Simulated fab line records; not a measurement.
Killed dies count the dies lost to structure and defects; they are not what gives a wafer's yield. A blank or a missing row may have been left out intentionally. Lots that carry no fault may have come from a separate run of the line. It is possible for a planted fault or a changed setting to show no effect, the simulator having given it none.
fab line records	flow n5_finfet
record: lots: 7	wafers: 21
route steps=1938 shown BEOL_M11@1546 BEOL_M13@1662 BEOL_M14@1751
start_h: hours from the record's opening day to when the first of the lot's shown wafers began	wait_h: hours from the lot's prior step to this one	" as in the row above	L1.1+2: a single row standing in for several wafers	- no value present, or no start provided	* or withheld: withheld	< > ~ a bound
route shown NAME@n: NAME is a module with steps in the file, n the number in the route of the first one	usual: mean/standard deviation taken from wafers without a fault	same: alike in all rows	chamber/n: place in a boat	sites: readings site by site	_std_site: the values' standard deviation	_edge_site: outer sites' mean less inner sites'	radius_mm: how far each site lies from the wafer's centre	mask NAME#n: copy n	behind: tool/chamber where the wafer was last shaped	hold: what put the lot on hold/how long, in hours/how the hold closed	device: the n, p or np transistor that did not switch	end of line: the route-end tests of the same wafers	step lacking rows: just its recipe	killed: not the wafer's yield, but the dies lost to structure and defects at the first sort	map: per-die view of a wafer (x killed, . not killed, _ where there is no die)
set.NAME: the setting as run; set.NAME@STEP: as run at that earlier step	model.NAME: the simulator's own value behind a step, which no gauge read
lots run with intentionally changed settings; tables by step, rows by wafer
== steps ==
step: N5_BEOL_M11_EXPOSE_08
recipe: mask_id: M11	na: 1.35	source_shape: dipole	sigma_inner: 0.411	sigma_outer: 0.611	polarization: te	dose_mj: 53.75
lot.wafer	tool	chamber	start_h	wait_h	mask	set.dose_mj
L076.1+2	arfi_scanner-03	0	259.31	-	M11#0	53.75
L076.5	"	0	"	"	M11#0	49.75
L077.2+4	arfi_scanner-02	0	275.59	-	M11#0	53.75
L077.3	"	0	"	"	M11#0	52.32
L085.2	arfi_scanner-03	0	337.03	-	M11#0	53.75
L085.3+5	"	0	"	"	M11#0	50.58
L089.1+5	arfi_scanner-01	0	350.26	-	M11#0	54.97
L089.4	"	0	"	"	M11#0	53.75
L094.2+4	arfi_scanner-02	0	375.77	-	M11#0	57.54
L094.6	"	0	"	"	M11#0	53.75
L096.2+5+6	arfi_scanner-01	0	402.79	-	M11#0	53.75
L097.2+4+5	arfi_scanner-03	0	422.79	-	M11#0	55.69
step: N5_BEOL_M11_PEB_09
recipe: peb_temp_c: withheld	peb_time_s: 60	resist: CAR-ArF
step: N5_BEOL_M11_DEVELOP_10
recipe: develop_time_s: 30	developer: TMAH	resist: CAR-ArF	rinse_liquid: diw	dry: air_spin	dev_temp_c: 23
step: N5_BEOL_M11_CD_MEAS_11
recipe: target_cd_nm: 64.1	landing_energy_ev: 500	detector: se_inlens	polarity: opening
usual: cd_nm: 64.0/0.63
lot.wafer	tool	chamber	start_h	wait_h	set.dose_mj@BEOL_M11_EXPOSE_08	cd_nm
L076.1	cd_sem-03	0	259.44	-	53.75	62.5
L076.2	"	0	"	"	53.75	62.7
L076.5	"	0	"	"	49.75	59.0
L077.2	cd_sem-02	0	275.71	-	53.75	63.4
L077.3	"	0	"	"	52.32	63.1
L077.4	"	0	"	"	53.75	64.2
L085.2	cd_sem-01	0	337.15	-	53.75	64.4
L085.3	"	0	"	"	50.58	61.6
L085.5	"	0	"	"	50.58	62.0
L089.1	cd_sem-03	0	350.38	-	54.97	65.9
L089.4	"	0	"	"	53.75	64.4
L089.5	"	0	"	"	54.97	65.0
L094.2	cd_sem-01	0	375.90	-	57.54	68.8
L094.4	"	0	"	"	57.54	68.3
L094.6	"	0	"	"	53.75	65.4
L096.2	cd_sem-03	0	402.91	-	53.75	64.2
L096.5	"	0	"	"	53.75	63.4
L096.6	"	0	"	"	53.75	63.7
L097.2	cd_sem-01	0	422.91	-	55.69	66.6
L097.4	"	0	"	"	55.69	66.0
L097.5	"	0	"	"	55.69	65.8
step: N5_BEOL_M11_DESCUM_16
recipe: chemistry: O2	time_s: 7.9	source_power_w: 50	bias_power_w: 20	pressure_mtorr: 20	rf_frequency_hz: 2.712e+07	temp_c: 40	resist: CAR-ArF	o2_flow_sccm: 225
step: N5_BEOL_M11_ETCH_61
recipe: chemistry: CF4	target: SiARC	target_depth_a: 390	mask_material: CAR-ArF	time_s: 65	ion_energy_ev: 80	pressure_mtorr: 40	source_w: 545	bias_w: 36	Ar_flow_sccm: 100	cf4_flow_sccm: 100	ends: cleared
lot.wafer	tool	chamber	start_h	wait_h	set.dose_mj@BEOL_M11_EXPOSE_08	model.BEOL_M11.cd_offset_nm
L076.1+2	rie_diel-06	3,0	259.56	0.0	53.75	-1.2
L076.5	"	0	"	"	49.75	-5
L077.2	rie_diel-05	0	275.83	0.0	53.75	-0.4
L077.3	"	2	"	"	52.32	-0.8
L077.4	"	1	"	"	53.75	-0.2
L085.2	rie_diel-02	2	337.27	0.0	53.75	0
L085.3	"	1	"	"	50.58	-2.6
L085.5	"	2	"	"	50.58	-2.4
L089.1	rie_diel-05	0	350.51	0.0	54.97	2.4
L089.4	"	3	"	"	53.75	0.2
L089.5	"	3	"	"	54.97	0.8
L094.2	rie_diel-02	3	376.17	0.0	57.54	4.4
L094.4	"	0	"	"	57.54	4.6
L094.6	"	3	"	"	53.75	1.2
L096.2	rie_diel-05	0	403.21	0.0	53.75	0.4
L096.5	"	3	"	"	53.75	-0.8
L096.6	"	0	"	"	53.75	0
L097.2	rie_diel-05	3	423.03	0.0	55.69	2.2
L097.4+5	"	1	"	"	55.69	1.4
step: N5_BEOL_M11_ETCH_62
recipe: chemistry: N2/H2	target: SOC	target_depth_a: 1100	overetch_a: 220	mask_material: SiARC	temp_c: 40	time_s: 165	ion_energy_ev: 200	pressure_mtorr: 30	source_w: 840	bias_w: 150	n2_flow_sccm: 200	h2_flow_sccm: 200
lot.wafer	tool	chamber	start_h	wait_h	set.dose_mj@BEOL_M11_EXPOSE_08	model.BEOL_M11.cd_offset_nm
L076.1+2	rie_diel-06	3,0	259.61	0.0	53.75	-1.4
L076.5	"	0	"	"	49.75	-5.2
L077.2	rie_diel-05	0	275.88	0.0	53.75	0
L077.3	"	2	"	"	52.32	-0.2
L077.4	"	1	"	"	53.75	0.6
L085.2	rie_diel-02	2	337.32	0.0	53.75	0
L085.3	"	1	"	"	50.58	-2.2
L085.5	"	2	"	"	50.58	-2.4
L089.1	rie_diel-05	0	350.56	0.0	54.97	2.4
L089.4	"	3	"	"	53.75	0.8
L089.5	"	3	"	"	54.97	1.6
L094.2	rie_diel-02	3	376.22	0.0	57.54	3.8
L094.4	"	0	"	"	57.54	4.4
L094.6	"	3	"	"	53.75	1
L096.2	rie_diel-05	0	403.26	0.0	53.75	0.2
L096.5	"	3	"	"	53.75	-0.4
L096.6	"	0	"	"	53.75	0
L097.2	rie_diel-05	3	423.08	0.0	55.69	2.8
L097.4+5	"	1	"	"	55.69	1.4
step: N5_BEOL_M11_STRIP_68
recipe: chemistry: N2/H2	temp_c: 40	n2_flow_sccm: 200	h2_flow_sccm: 200	rf_frequency_hz: 6e+07
step: N5_BEOL_M11_STRIP_67
recipe: chemistry: CF4	resist: SiARC	power_w: 300	bias_power_w: 75	pressure_mtorr: 50	cf4_flow_sccm: 150	rf_frequency_hz: 6e+07
step: N5_BEOL_M11_HM_OPEN_17
recipe: chemistry: Cl2/BCl3	target_depth_a: 200	overetch_a: 60	target: TiN	mask_material: SOC	ion_energy_ev: 150	pressure_mtorr: 10	icp_w: 1000	bias_w: 126	Cl2_flow_sccm: 53.25	bcl3_flow_sccm: 21.75	Ar_flow_sccm: 25
lot.wafer	tool	chamber	start_h	wait_h	set.target_thk_a@BEOL_M11_HM_DEP_02	model.etch.depth_nm
L076.1	rie_metal-03	0	259.80	0.0	221.5	21.68
L076.2	"	0	"	"	200	19.87
L076.5	"	0	"	"	221.5	21.7
L077.2	rie_metal-03	0	276.07	0.0	219.2	21.58
L077.3	"	1	"	"	200	19.95
L077.4	"	0	"	"	219.2	21.7
L085.2	rie_metal-01	1	337.51	0.0	200	20.06
L085.3	"	0	"	"	200	20.01
L085.5	"	1	"	"	200	19.77
L089.1	rie_metal-03	0	350.74	0.0	200	20.17
L089.4	"	0	"	"	200	20.03
L089.5	"	0	"	"	200	20.02
L094.2	rie_metal-01	1	376.41	0.0	200	19.95
L094.4	"	1	"	"	200	19.88
L094.6	"	0	"	"	200	19.79
L096.2	rie_metal-01	0	403.45	0.0	200	19.99
L096.5	"	0	"	"	200	19.52
L096.6	"	1	"	"	200	19.72
L097.2	rie_metal-03	1	423.27	0.0	174.6	17.29
L097.4	"	0	"	"	200	20.01
L097.5	"	0	"	"	174.6	17.19
step: N5_BEOL_M11_STRIP_19
recipe: chemistry: O2	power_w: 400	temp_c: 40	pressure_mtorr: 30	rf_frequency_hz: 6e+07	bias_power_w: 0	overash_fraction: 0.2	o2_flow_sccm: 225
step: N5_BEOL_M11_CD_MEAS_18
recipe: pitch_nm: 140	target_cd_nm: 70
usual: cd_nm: 70.0/0.64
lot.wafer	tool	chamber	start_h	wait_h	set.dose_mj@BEOL_M11_EXPOSE_08	cd_nm
L076.1	cd_sem-01	-	260.07	0.0	53.75	68.3
L076.2	"	-	"	"	53.75	69.1
L076.5	"	-	"	"	49.75	64.8
L077.2	cd_sem-02	-	276.35	0.1	53.75	69.3
L077.3	"	-	"	"	52.32	69.3
L077.4	"	-	"	"	53.75	70.2
L085.2	cd_sem-01	-	337.69	0.1	53.75	70.4
L085.3	"	-	"	"	50.58	67.2
L085.5	"	-	"	"	50.58	67.8
L089.1	cd_sem-03	-	351.02	0.0	54.97	72.4
L089.4	"	-	"	"	53.75	70.8
L089.5	"	-	"	"	54.97	71.7
L094.2	cd_sem-03	-	376.59	0.1	57.54	74.0
L094.4	"	-	"	"	57.54	74.6
L094.6	"	-	"	"	53.75	71.4
L096.2	cd_sem-01	-	403.79	0.1	53.75	70.6
L096.5	"	-	"	"	53.75	69.6
L096.6	"	-	"	"	53.75	70.2
L097.2	cd_sem-02	-	423.46	0.1	55.69	72.8
L097.4	"	-	"	"	55.69	71.4
L097.5	"	-	"	"	55.69	71.5
step: N5_BEOL_M11_ETCH_66
recipe: chemistry: N2/H2	target: SOC	target_depth_a: 1200	overetch_a: 240	mask_material: SiARC	temp_c: 40	time_s: 180	ion_energy_ev: 200	pressure_mtorr: 30	source_w: 840	bias_w: 150	n2_flow_sccm: 200	h2_flow_sccm: 200
lot.wafer	tool	chamber	start_h	wait_h	set.time_s	model.SiARC_of_BEOL_M11_COAT_64.thk_nm
L076.1+5	rie_diel-05	1	260.67	0.0	180	22.6
L076.2	"	3	"	"	180	23
L077.2	rie_diel-02	3	278.61	0.0	150.8	23.8
L077.3	"	0	"	"	150.8	24
L077.4	"	1	"	"	180	23.2
L085.2	rie_diel-05	2	338.96	0.0	197.4	21.6
L085.3	"	3	"	"	197.4	22.2
L085.5	"	0	"	"	180	22.8
L089.1+5	rie_diel-05	3,0	355.76	0.0	180	22.6
L089.4	"	0	"	"	180	22.8
L094.2	rie_diel-06	2	379.52	0.0	180	23
L094.4	"	0	"	"	214.3	21.4
L094.6	"	2	"	"	214.3	21.6
L096.2+6	rie_diel-06	1	406.07	0.0	180	22.4
L096.5	"	2	"	"	180	22.8
L097.2+5	rie_diel-05	3,2	425.44	0.0	218.7	21
L097.4	"	2	"	"	180	22.4
step: N5_BEOL_M11_STRIP_69
recipe: chemistry: N2/H2	temp_c: 40	n2_flow_sccm: 200	h2_flow_sccm: 200	rf_frequency_hz: 6e+07
step: N5_BEOL_M11_VIA_ETCH_34
recipe: chemistry: C4F6/O2	target: SiCOH_lowk	target_depth_a: 1845	mask_material: SOC	taper_deg: 4	time_s: 69.2	ion_energy_ev: 250	pressure_mtorr: 30	source_w: 345	bias_w: 185	Ar_flow_sccm: 300	C4F6_flow_sccm: 10	O2_flow_sccm: 10
step: N5_BEOL_M11_STRIP_73
recipe: chemistry: C4F6/O2	resist: SiARC	rf_frequency_hz: 6e+07
step: N5_BEOL_M11_STRIP_36
recipe: chemistry: N2/H2	power_w: 450	temp_c: 40	pressure_mtorr: 20	rf_frequency_hz: 6e+07	overash_fraction: 0.3	bias_power_w: 7	h2_frac: 0.5	n2_flow_sccm: 200	h2_flow_sccm: 200
step: N5_BEOL_M11_TRENCH_ETCH_37
recipe: chemistry: C4F6/O2	target_depth_a: 1488.3	target: SiCOH_lowk	time_s: 48	ion_energy_ev: 250	pressure_mtorr: 30	source_w: 345	bias_w: 185	Ar_flow_sccm: 300	C4F6_flow_sccm: 10	O2_flow_sccm: 10
lot.wafer	tool	chamber	start_h	wait_h	set.target_thk_a@BEOL_M11_HM_DEP_02	model.TiN_of_BEOL_M11_HM_DEP_02.thk_nm
L076.1+5	rie_diel-05	1	-	-	221.5	17.6
L076.2	"	3	"	"	200	15.8
L077.2	rie_diel-02	3	-	-	219.2	17.4
L077.3	"	0	"	"	200	16
L077.4	"	1	"	"	219.2	17.8
L085.2	rie_diel-05	2	-	-	200	15.8
L085.3	"	3	"	"	200	16
L085.5	"	0	"	"	200	15.6
L089.1+4+5	rie_diel-05	3,0,0	-	-	200	16
L094.2	rie_diel-06	2	-	-	200	16
L094.4+6	"	0,2	"	"	200	15.8
L096.2	rie_diel-06	1	-	-	200	15.8
L096.5	"	2	"	"	200	15.4
L096.6	"	1	"	"	200	15.6
L097.2	rie_diel-05	3	-	-	174.6	13.2
L097.4	"	2	"	"	200	15.8
L097.5	"	2	"	"	174.6	13
step: N5_BEOL_M11_ETCH_41
recipe: chemistry: CH3F/O2	target: SiCN	target_depth_a: 426	taper_deg: 2	time_s: 86	ion_energy_ev: 120	mask_material: TiN	pressure_mtorr: 30	source_w: 395	bias_w: 75	Ar_flow_sccm: 150	CH3F_flow_sccm: 30	O2_flow_sccm: 20
lot.wafer	tool	chamber	start_h	wait_h	set.time_s	model.etch.depth_nm
L076.1	rie_diel-05	1	-	-	97.06	37.17
L076.2	"	3	"	"	86	32.83
L076.5	"	1	"	"	97.06	36.95
L077.2	rie_diel-02	3	-	-	86	33.01
L077.3	"	0	"	"	91.41	33.5
L077.4	"	1	"	"	91.41	33.74
L085.2	rie_diel-05	2	-	-	86	33.13
L085.3	"	3	"	"	77.94	29.51
L085.5	"	0	"	"	77.94	29.65
L089.1	rie_diel-05	3	-	-	86	32.38
L089.4	"	0	"	"	86	32.59
L089.5	"	0	"	"	86	32.65
L094.2	rie_diel-06	2	-	-	86	31.93
L094.4	"	0	"	"	86	32.59
L094.6	"	2	"	"	97.78	36.69
L096.2	rie_diel-06	1	-	-	86	33.31
L096.5	"	2	"	"	86	31.87
L096.6	"	1	"	"	86	33.36
L097.2	rie_diel-05	3	-	-	104.1	39.68
L097.4	"	2	"	"	86	32.83
L097.5	"	2	"	"	86	32.56
step: N5_BEOL_M11_STRIP_77
recipe: chemistry: N2/H2	time_s: 10	power_w: 450	temp_c: 40	pressure_mtorr: 20	rf_frequency_hz: 6e+07	bias_power_w: 7	n2_flow_sccm: 200	h2_flow_sccm: 200
step: N5_BEOL_M11_PRECLEAN_42
recipe: chemistry: residue_remover	time_s: 60	temp_c: 40
step: N5_BEOL_M11_SRD_43
recipe: time_s: 30	temp_c: 23	rinse_liquid: diw	dry: ipa_marangoni
step: N5_BEOL_M11_CD_MEAS_35
recipe: target_cd_nm: 70	polarity: opening
usual: cd_nm: 69.9/0.69
lot.wafer	tool	chamber	start_h	wait_h	set.dose_mj@BEOL_M11_EXPOSE_08	cd_nm
L076.1	cd_sem-03	-	261.23	0.0	53.75	68.4
L076.2	"	-	"	"	53.75	68.9
L076.5	"	-	"	"	49.75	64.5
L077.2	cd_sem-01	-	279.17	0.0	53.75	69.9
L077.3	"	-	"	"	52.32	69.3
L077.4	"	-	"	"	53.75	70.3
L085.2	cd_sem-01	-	339.52	0.0	53.75	70.2
L085.3	"	-	"	"	50.58	67.5
L085.5	"	-	"	"	50.58	67.5
L089.1	cd_sem-02	-	356.32	0.0	54.97	72.2
L089.4	"	-	"	"	53.75	70.6
L089.5	"	-	"	"	54.97	71.4
L094.2	cd_sem-03	-	380.08	0.0	57.54	74.7
L094.4	"	-	"	"	57.54	74.3
L094.6	"	-	"	"	53.75	71.1
L096.2	cd_sem-01	-	406.63	0.0	53.75	70.5
L096.5	"	-	"	"	53.75	70.3
L096.6	"	-	"	"	53.75	70.3
L097.2	cd_sem-02	-	426.00	0.0	55.69	73.0
L097.4	"	-	"	"	55.69	71.2
L097.5	"	-	"	"	55.69	71.2
step: N5_BEOL_M13_COAT_04
recipe: spin_rpm: 1625	resist_thk_nm: 400
lot.wafer	tool	chamber	start_h	wait_h	set.spin_rpm	model.coat_of_BEOL_M13_COAT_04.thk_nm
L076.1	litho_track-02	0	-	-	1625	399.8
L076.2	"	0	"	"	1625	399
L076.5	"	0	"	"	1625	399.2
L077.2	litho_track-02	0	-	-	1777	382
L077.3	"	0	"	"	1625	398.6
L077.4	"	0	"	"	1777	381.6
L085.2	litho_track-02	0	-	-	1743	387
L085.3	"	0	"	"	1625	399.6
L085.5	"	0	"	"	1743	386.2
L089.1	litho_track-03	0	-	-	1528	411.6
L089.4	"	0	"	"	1625	397.8
L089.5	"	0	"	"	1625	399.2
L094.2	litho_track-04	0	-	-	1625	399.4
L094.4	"	0	"	"	1625	399
L094.6	"	0	"	"	1625	401
L096.2+6	litho_track-03	0	-	-	1625	399.4
L096.5	"	0	"	"	1625	400
L097.2	litho_track-03	0	-	-	1625	400.4
L097.4	"	0	"	"	1490	416.4
L097.5	"	0	"	"	1490	416.8
step: N5_BEOL_M13_ETCH_59
recipe: chemistry: N2/H2	target: BARC	target_depth_a: 890	overetch_a: 267	time_s: 67.9	ion_energy_ev: 200	pressure_mtorr: 30	source_w: 840	bias_w: 150	n2_flow_sccm: 200	h2_flow_sccm: 200
usual: rf_vpp_V: 523.2/1.9
lot.wafer	tool	chamber	start_h	wait_h	set.bias_w	set.spin_rpm@BEOL_M13_COAT_04	rf_vpp_V	model.coat_of_BEOL_M13_COAT_04.thk_nm
L076.1	rie_diel-02	0	270.64	0.0	150	1625	526.9	319.2
L076.2	"	3	"	"	173.9	1625	573.1	311.2
L076.5	"	2	"	"	150	1625	523.1	315.4
L077.2	rie_diel-06	0	290.32	0.0	150	1777	521.0	300.8
L077.3	"	2	"	"	128	1625	475.1	318.2
L077.4	"	2	"	"	150	1777	526.7	299.2
L085.2	rie_diel-05	3	349.07	0.0	150	1743	522.7	305.6
L085.3	"	0	"	"	150	1625	522.4	317
L085.5	"	0	"	"	150	1743	521.5	303.4
L089.1	rie_diel-05	3	364.24	0.0	150	1528	521.8	329.2
L089.4	"	0	"	"	150	1625	521.6	314.2
L089.5	"	1	"	"	150	1625	524.5	313
L094.2	rie_diel-02	2	394.59	0.0	150	1625	523.4	315.8
L094.4	"	0	"	"	166.8	1625	562.7	316.2
L094.6	"	0	"	"	166.8	1625	562.3	318.4
L096.2	rie_diel-02	3	416.23	0.0	150	1625	521.5	316
L096.5	"	3	"	"	150	1625	520.8	316
L096.6	"	1	"	"	150	1625	520.5	319.6
L097.2	rie_diel-02	0	433.29	0.0	132.5	1625	484.4	319
L097.4	"	1	"	"	132.5	1490	482.4	338.4
L097.5	"	2	"	"	150	1490	522.3	332.6
step: N5_BEOL_M13_VIA_ETCH_16
recipe: chemistry: C4F8/O2/Ar	target: SiOC	pressure_mtorr: 30	source_w: 3000	bias_w: 700	Ar_flow_sccm: 400	C4F8_flow_sccm: 15	O2_flow_sccm: 8	he_inner_torr: 15	he_outer_torr: 30	target_depth_a: 9217	time_s: withheld	ion_energy_ev: 250	ends: cleared
lot.wafer	tool	chamber	start_h	wait_h	set.spin_rpm@BEOL_M13_COAT_04	model.coat_of_BEOL_M13_COAT_04.thk_nm
L076.1	rie_diel-02	0	270.69	0.0	1625	73.4
L076.2+5	"	3,2	"	"	1625	66.8
L077.2	rie_diel-06	0	290.37	0.0	1777	52.4
L077.3	"	2	"	"	1625	70.8
L077.4	"	2	"	"	1777	50.2
L085.2	rie_diel-05	3	349.12	0.0	1743	61.6
L085.3	"	0	"	"	1625	76.4
L085.5	"	0	"	"	1743	53.2
L089.1	rie_diel-05	3	364.29	0.0	1528	82.2
L089.4	"	0	"	"	1625	63.4
L089.5	"	1	"	"	1625	63.2
L094.2	rie_diel-02	2	394.64	0.0	1625	73.6
L094.4	"	0	"	"	1625	65.2
L094.6	"	0	"	"	1625	70.2
L096.2	rie_diel-02	3	416.29	0.0	1625	67.4
L096.5	"	3	"	"	1625	65
L096.6	"	1	"	"	1625	71.4
L097.2	rie_diel-02	0	433.34	0.0	1625	75.2
L097.4	"	1	"	"	1490	93
L097.5	"	2	"	"	1490	81.8
step: N5_BEOL_M13_STRIP_63
recipe: chemistry: N2/H2	power_w: 1000	temp_c: 250	h2_frac: 0.65	overash_fraction: 0.3	pressure_mtorr: 1000	n2_flow_sccm: 1750	h2_flow_sccm: 3250
usual: strip_time_to_endpoint_s: 27.6/1.2
lot.wafer	tool	chamber	start_h	wait_h	set.spin_rpm@BEOL_M13_COAT_04	strip_time_to_endpoint_s
L076.1	plasma_asher-02	1	270.93	-	1625	28.6
L076.2	"	0	"	"	1625	26.7
L076.5	"	0	"	"	1625	26.7
L077.2	plasma_asher-02	0	290.60	-	1777	22.3
L077.3	"	0	"	"	1625	27.9
L077.4	"	1	"	"	1777	21.7
L085.2	plasma_asher-01	1	349.36	-	1743	25.2
L085.3	"	1	"	"	1625	29.5
L085.5	"	1	"	"	1743	22.6
L089.1	plasma_asher-02	1	364.53	-	1528	31.2
L089.4	"	0	"	"	1625	25.7
L089.5	"	0	"	"	1625	25.6
L094.2	plasma_asher-01	1	394.88	-	1625	28.7
L094.4	"	0	"	"	1625	26.2
L094.6	"	1	"	"	1625	27.7
L096.2	plasma_asher-01	0	416.52	-	1625	26.9
L096.5	"	1	"	"	1625	26.2
L096.6	"	0	"	"	1625	28.1
L097.2	plasma_asher-01	1	433.58	-	1625	29.2
L097.4	"	1	"	"	1490	34.3
L097.5	"	0	"	"	1490	31.1
step: N5_BEOL_M14_ETCH_68
recipe: chemistry: N2/H2	target: SOC	mask_material: SiARC	source_w: 3000	bias_w: 350	temp_c: 40	time_s: 450	ion_energy_ev: 200	pressure_mtorr: 30	n2_flow_sccm: 200	h2_flow_sccm: 200
lot.wafer	tool	chamber	start_h	wait_h	set.time_s	model.SiARC_of_BEOL_M14_COAT_66.thk_nm
L076.1	rie_diel-03	1	279.66	0.1	367.5	73.6
L076.2	"	2	"	"	367.5	74.2
L076.5	"	0	"	"	450	66.2
L077.2	rie_diel-01	1	297.98	0.1	450	64.4
L077.3	"	0	"	"	421.5	68
L077.4	"	3	"	"	421.5	68.6
L085.2	rie_diel-01	3	360.44	0.1	450	64.2
L085.3	"	1	"	"	450	63.8
L085.5	"	1	"	"	541.5	54
L089.1	rie_diel-01	2	375.04	0.1	510.3	58.4
L089.4	"	1	"	"	510.3	58.6
L089.5	"	1	"	"	450	65.2
L094.2	rie_diel-01	2	402.74	0.1	355	73.8
L094.4	"	0	"	"	450	64.2
L094.6	"	3	"	"	355	74
L096.2+6	rie_diel-01	0	422.24	0.1	450	65.4
L096.5	"	1	"	"	450	65
L097.2	rie_diel-04	2	439.77	0.1	385.1	72.4
L097.4	"	1	"	"	450	64.8
L097.5	"	2	"	"	450	65.6
== key ==
split: step: N5_BEOL_M11_EXPOSE_08	setting: dose_mj	stated: 53.75	by: wafer
response: step: N5_BEOL_M11_CD_MEAS_11	reading: cd_nm	change: +0.449	per: 1%	r: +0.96
response: step: N5_BEOL_M11_ETCH_61	reading: model.BEOL_M11.cd_offset_nm	change: +0.465	per: 1%	r: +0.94
response: step: N5_BEOL_M11_ETCH_62	reading: model.BEOL_M11.cd_offset_nm	change: +0.445	per: 1%	r: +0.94
response: step: N5_BEOL_M11_CD_MEAS_18	reading: cd_nm	change: +0.463	per: 1%	r: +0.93
response: step: N5_BEOL_M11_CD_MEAS_35	reading: cd_nm	change: +0.494	per: 1%	r: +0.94
split: step: N5_BEOL_M11_ETCH_66	setting: time_s	stated: 180	by: wafer
response: step: N5_BEOL_M11_ETCH_66	reading: model.SiARC_of_BEOL_M11_COAT_64.thk_nm	change: -0.0666	per: 1%	r: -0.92
split: step: N5_BEOL_M11_ETCH_41	setting: time_s	stated: 86	by: wafer
response: step: N5_BEOL_M11_ETCH_41	reading: model.etch.depth_nm	change: +0.324	per: 1%	r: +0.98
split: step: N5_BEOL_M13_COAT_04	setting: spin_rpm	stated: 1625	by: wafer
response: step: N5_BEOL_M13_COAT_04	reading: model.coat_of_BEOL_M13_COAT_04.thk_nm	change: -1.9	per: 1%	r: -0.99
response: step: N5_BEOL_M13_ETCH_59	reading: model.coat_of_BEOL_M13_COAT_04.thk_nm	change: -2.01	per: 1%	r: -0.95
response: step: N5_BEOL_M13_VIA_ETCH_16	reading: model.coat_of_BEOL_M13_COAT_04.thk_nm	change: -2.18	per: 1%	r: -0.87
response: step: N5_BEOL_M13_STRIP_63	reading: strip_time_to_endpoint_s	change: *	per: 1%	r: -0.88
split: step: N5_BEOL_M13_ETCH_59	setting: bias_w	stated: 150	by: wafer
response: step: N5_BEOL_M13_ETCH_59	reading: rf_vpp_V	change: +3.25	per: 1%	r: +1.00
split: step: N5_BEOL_M14_ETCH_68	setting: time_s	stated: 450	by: wafer
response: step: N5_BEOL_M14_ETCH_68	reading: model.SiARC_of_BEOL_M14_COAT_66.thk_nm	change: -0.473	per: 1%	r: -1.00
split outside_this_file step=N5_BEOL_M11_HM_DEP_02 setting=target_thk_a
split outside_this_file: this setting was split too, and the file shows its column; the key of that split is in another file
